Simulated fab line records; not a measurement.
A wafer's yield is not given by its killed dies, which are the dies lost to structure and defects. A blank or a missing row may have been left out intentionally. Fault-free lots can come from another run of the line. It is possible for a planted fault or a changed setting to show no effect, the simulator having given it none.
Split-lot experiment || flow n5Finfet || 7 lots, 39 wafers read, on a route of 1938 steps

SPLIT DETAILS
At N5_SD_EPI_N_EPI_21 (deposits Si:P, time 690 s), the setting pressureTorr was moved away from the recipe's 255 Torr on 18 of the 39 wafers read, by -19.4% to -12.3%. All remaining wafers had this setting at the recipe value.

FROM THE SPLIT TO THE READING: what the file shows between them, 7 steps
- N5_SD_EPI_N_PRECLEAN_24: cleans in O3/DIW, time 60 s
- N5_SD_EPI_P_EPI_21: deposits SiGe:B, time 355 s
- N5_SD_EPI_P_HM_STRIP_48: strips SiNx in H3PO4, material SiNx, target depth 3 nm
- N5_SD_EPI_P_SRD_49: time 30 s
- N5_SD_EPI_P_PRECLEAN_24: cleans in O3/DIW, time 45 s
- N5_SD_ACTIVATION_RTA_00: time 0 s
- N5_SD_ACTIVATION_LSA_01: time 0.0008 s

THE READING
RS_SD_N (ohm/sq), read at N5_SD_ACTIVATION_RS_MEAS_03 with a four-point probe. A value of 21.99 ohm/sq with a standard deviation of 0.3 ohm/sq is what fault-free wafers of this fab line usually give.

{"wafer": "L078.1", "tool, chamber at the split": "epiRpcvd-02, 0", "pressureTorr as run, Torr": 205.6, "against the recipe": "-19.4%", "RS_SD_N, ohm/sq": 24.35, "against lot-mates on the recipe": "no lot-mate on the recipe"}
{"wafer": "L078.2", "tool, chamber at the split": "epiRpcvd-02, 0", "pressureTorr as run, Torr": 205.6, "against the recipe": "-19.4%", "RS_SD_N, ohm/sq": 24.20, "against lot-mates on the recipe": "no lot-mate on the recipe"}
{"wafer": "L078.3", "tool, chamber at the split": "epiRpcvd-02, 0", "pressureTorr as run, Torr": 205.6, "against the recipe": "-19.4%", "RS_SD_N, ohm/sq": 24.32, "against lot-mates on the recipe": "no lot-mate on the recipe"}
{"wafer": "L078.4", "tool, chamber at the split": "epiRpcvd-02, 0", "pressureTorr as run, Torr": 205.6, "against the recipe": "-19.4%", "RS_SD_N, ohm/sq": 24.53, "against lot-mates on the recipe": "no lot-mate on the recipe"}
{"wafer": "L078.5", "tool, chamber at the split": "epiRpcvd-02, 0", "pressureTorr as run, Torr": 205.6, "against the recipe": "-19.4%", "RS_SD_N, ohm/sq": 24.82, "against lot-mates on the recipe": "no lot-mate on the recipe"}
{"wafer": "L078.6", "tool, chamber at the split": "epiRpcvd-02, 0", "pressureTorr as run, Torr": 205.6, "against the recipe": "-19.4%", "RS_SD_N, ohm/sq": 24.38, "against lot-mates on the recipe": "no lot-mate on the recipe"}
{"wafer": "L079.1", "tool, chamber at the split": "epiRpcvd-04, 0", "pressureTorr as run, Torr": 255, "against the recipe": "recipe", "RS_SD_N, ohm/sq": 22.52, "against lot-mates on the recipe": "-"}
{"wafer": "L079.2", "tool, chamber at the split": "epiRpcvd-04, 0", "pressureTorr as run, Torr": 255, "against the recipe": "recipe", "RS_SD_N, ohm/sq": 22.22, "against lot-mates on the recipe": "-"}
{"wafer": "L079.3", "tool, chamber at the split": "epiRpcvd-04, 0", "pressureTorr as run, Torr": 255, "against the recipe": "recipe", "RS_SD_N, ohm/sq": 22.35, "against lot-mates on the recipe": "-"}
{"wafer": "L079.4", "tool, chamber at the split": "epiRpcvd-04, 0", "pressureTorr as run, Torr": 255, "against the recipe": "recipe", "RS_SD_N, ohm/sq": 22.52, "against lot-mates on the recipe": "-"}
{"wafer": "L079.5", "tool, chamber at the split": "epiRpcvd-04, 0", "pressureTorr as run, Torr": 255, "against the recipe": "recipe", "RS_SD_N, ohm/sq": 22.35, "against lot-mates on the recipe": "-"}
{"wafer": "L079.6", "tool, chamber at the split": "epiRpcvd-04, 0", "pressureTorr as run, Torr": 255, "against the recipe": "recipe", "RS_SD_N, ohm/sq": 22.28, "against lot-mates on the recipe": "-"}
{"wafer": "L080.1", "tool, chamber at the split": "epiRpcvd-02, 0", "pressureTorr as run, Torr": 223.6, "against the recipe": "-12.3%", "RS_SD_N, ohm/sq": 23.52, "against lot-mates on the recipe": "no lot-mate on the recipe"}
{"wafer": "L080.2", "tool, chamber at the split": "epiRpcvd-02, 0", "pressureTorr as run, Torr": 223.6, "against the recipe": "-12.3%", "RS_SD_N, ohm/sq": 23.53, "against lot-mates on the recipe": "no lot-mate on the recipe"}
{"wafer": "L080.3", "tool, chamber at the split": "epiRpcvd-02, 0", "pressureTorr as run, Torr": 223.6, "against the recipe": "-12.3%", "RS_SD_N, ohm/sq": 23.29, "against lot-mates on the recipe": "no lot-mate on the recipe"}
{"wafer": "L080.4", "tool, chamber at the split": "epiRpcvd-02, 0", "pressureTorr as run, Torr": 223.6, "against the recipe": "-12.3%", "RS_SD_N, ohm/sq": 23.52, "against lot-mates on the recipe": "no lot-mate on the recipe"}
{"wafer": "L080.5", "tool, chamber at the split": "epiRpcvd-02, 0", "pressureTorr as run, Torr": 223.6, "against the recipe": "-12.3%", "RS_SD_N, ohm/sq": 23.30, "against lot-mates on the recipe": "no lot-mate on the recipe"}
{"wafer": "L080.6", "tool, chamber at the split": "epiRpcvd-02, 0", "pressureTorr as run, Torr": 223.6, "against the recipe": "-12.3%", "RS_SD_N, ohm/sq": 23.62, "against lot-mates on the recipe": "no lot-mate on the recipe"}
{"wafer": "L083.1", "tool, chamber at the split": "epiRpcvd-04, 0", "pressureTorr as run, Torr": 255, "against the recipe": "recipe", "RS_SD_N, ohm/sq": 22.43, "against lot-mates on the recipe": "-"}
{"wafer": "L083.2", "tool, chamber at the split": "epiRpcvd-04, 0", "pressureTorr as run, Torr": 255, "against the recipe": "recipe", "RS_SD_N, ohm/sq": 22.21, "against lot-mates on the recipe": "-"}
{"wafer": "L083.3", "tool, chamber at the split": "epiRpcvd-04, 0", "pressureTorr as run, Torr": 255, "against the recipe": "recipe", "RS_SD_N, ohm/sq": 22.76, "against lot-mates on the recipe": "-"}
{"wafer": "L083.4", "tool, chamber at the split": "epiRpcvd-04, 0", "pressureTorr as run, Torr": 255, "against the recipe": "recipe", "RS_SD_N, ohm/sq": 22.41, "against lot-mates on the recipe": "-"}
{"wafer": "L083.5", "tool, chamber at the split": "epiRpcvd-04, 0", "pressureTorr as run, Torr": 255, "against the recipe": "recipe", "RS_SD_N, ohm/sq": 22.70, "against lot-mates on the recipe": "-"}
{"wafer": "L083.6", "tool, chamber at the split": "epiRpcvd-04, 0", "pressureTorr as run, Torr": 255, "against the recipe": "recipe", "RS_SD_N, ohm/sq": 22.51, "against lot-mates on the recipe": "-"}
{"wafer": "L086.2", "tool, chamber at the split": "epiRpcvd-02, 0", "pressureTorr as run, Torr": 255, "against the recipe": "recipe", "RS_SD_N, ohm/sq": 21.73, "against lot-mates on the recipe": "-"}
{"wafer": "L086.3", "tool, chamber at the split": "epiRpcvd-02, 0", "pressureTorr as run, Torr": 255, "against the recipe": "recipe", "RS_SD_N, ohm/sq": 21.97, "against lot-mates on the recipe": "-"}
{"wafer": "L086.5", "tool, chamber at the split": "epiRpcvd-02, 0", "pressureTorr as run, Torr": 255, "against the recipe": "recipe", "RS_SD_N, ohm/sq": 21.73, "against lot-mates on the recipe": "-"}
{"wafer": "L088.1", "tool, chamber at the split": "epiRpcvd-04, 0", "pressureTorr as run, Torr": 255, "against the recipe": "recipe", "RS_SD_N, ohm/sq": 22.16, "against lot-mates on the recipe": "-"}
{"wafer": "L088.2", "tool, chamber at the split": "epiRpcvd-04, 0", "pressureTorr as run, Torr": 255, "against the recipe": "recipe", "RS_SD_N, ohm/sq": 22.10, "against lot-mates on the recipe": "-"}
{"wafer": "L088.3", "tool, chamber at the split": "epiRpcvd-04, 0", "pressureTorr as run, Torr": 255, "against the recipe": "recipe", "RS_SD_N, ohm/sq": 22.23, "against lot-mates on the recipe": "-"}
{"wafer": "L088.4", "tool, chamber at the split": "epiRpcvd-04, 0", "pressureTorr as run, Torr": 255, "against the recipe": "recipe", "RS_SD_N, ohm/sq": 22.35, "against lot-mates on the recipe": "-"}
{"wafer": "L088.5", "tool, chamber at the split": "epiRpcvd-04, 0", "pressureTorr as run, Torr": 255, "against the recipe": "recipe", "RS_SD_N, ohm/sq": 22.14, "against lot-mates on the recipe": "-"}
{"wafer": "L088.6", "tool, chamber at the split": "epiRpcvd-04, 0", "pressureTorr as run, Torr": 255, "against the recipe": "recipe", "RS_SD_N, ohm/sq": 22.25, "against lot-mates on the recipe": "-"}
{"wafer": "L096.1", "tool, chamber at the split": "epiRpcvd-04, 0", "pressureTorr as run, Torr": 210.1, "against the recipe": "-17.6%", "RS_SD_N, ohm/sq": 24.19, "against lot-mates on the recipe": "no lot-mate on the recipe"}
{"wafer": "L096.2", "tool, chamber at the split": "epiRpcvd-04, 0", "pressureTorr as run, Torr": 210.1, "against the recipe": "-17.6%", "RS_SD_N, ohm/sq": 24.65, "against lot-mates on the recipe": "no lot-mate on the recipe"}
{"wafer": "L096.3", "tool, chamber at the split": "epiRpcvd-04, 0", "pressureTorr as run, Torr": 210.1, "against the recipe": "-17.6%", "RS_SD_N, ohm/sq": 24.87, "against lot-mates on the recipe": "no lot-mate on the recipe"}
{"wafer": "L096.4", "tool, chamber at the split": "epiRpcvd-04, 0", "pressureTorr as run, Torr": 210.1, "against the recipe": "-17.6%", "RS_SD_N, ohm/sq": 24.20, "against lot-mates on the recipe": "no lot-mate on the recipe"}
{"wafer": "L096.5", "tool, chamber at the split": "epiRpcvd-04, 0", "pressureTorr as run, Torr": 210.1, "against the recipe": "-17.6%", "RS_SD_N, ohm/sq": 24.39, "against lot-mates on the recipe": "no lot-mate on the recipe"}
{"wafer": "L096.6", "tool, chamber at the split": "epiRpcvd-04, 0", "pressureTorr as run, Torr": 210.1, "against the recipe": "-17.6%", "RS_SD_N, ohm/sq": 24.49, "against lot-mates on the recipe": "no lot-mate on the recipe"}

FIT RESULTS
A straight line over all 39 wafers: RS_SD_N changes by -0.114 ohm/sq for each +1% of pressureTorr; r = -0.97; the points scatter about the line by 0.26 ohm/sq.
Too few moved wafers with a lot-mate on the recipe to fit a line net of each lot's own level.

THE WHOLE CHAIN: every reading that the file lists as answering this split, in the file's order
{"step": "N5_SD_EPI_N_EPI_21", "what it does": "deposits Si:P, time 690 s", "reading": "Si-P_of_SD_EPI_N_EPI_21.thkNm (the simulator's own value, which no gauge read)", "change (the file's fit)": "+0.226 nm for each +1% of the setting", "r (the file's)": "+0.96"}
{"step": "N5_SD_EPI_P_HM_STRIP_48", "what it does": "strips SiNx in H3PO4, material SiNx, target depth 3 nm", "reading": "Si-P_of_SD_EPI_N_EPI_21.thkNm (the simulator's own value, which no gauge read)", "change (the file's fit)": "+0.223 nm for each +1% of the setting", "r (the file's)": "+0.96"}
{"step": "N5_SD_ACTIVATION_RS_MEAS_03", "what it does": "measures by four-point-probe", "reading": "RS_SD_N", "change (the file's fit)": "-0.114 for each +1% of the setting", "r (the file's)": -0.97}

THE FILE'S OWN FIT
RS_SD_N changes by -0.114 ohm/sq for each +1% of pressureTorr, r = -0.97.
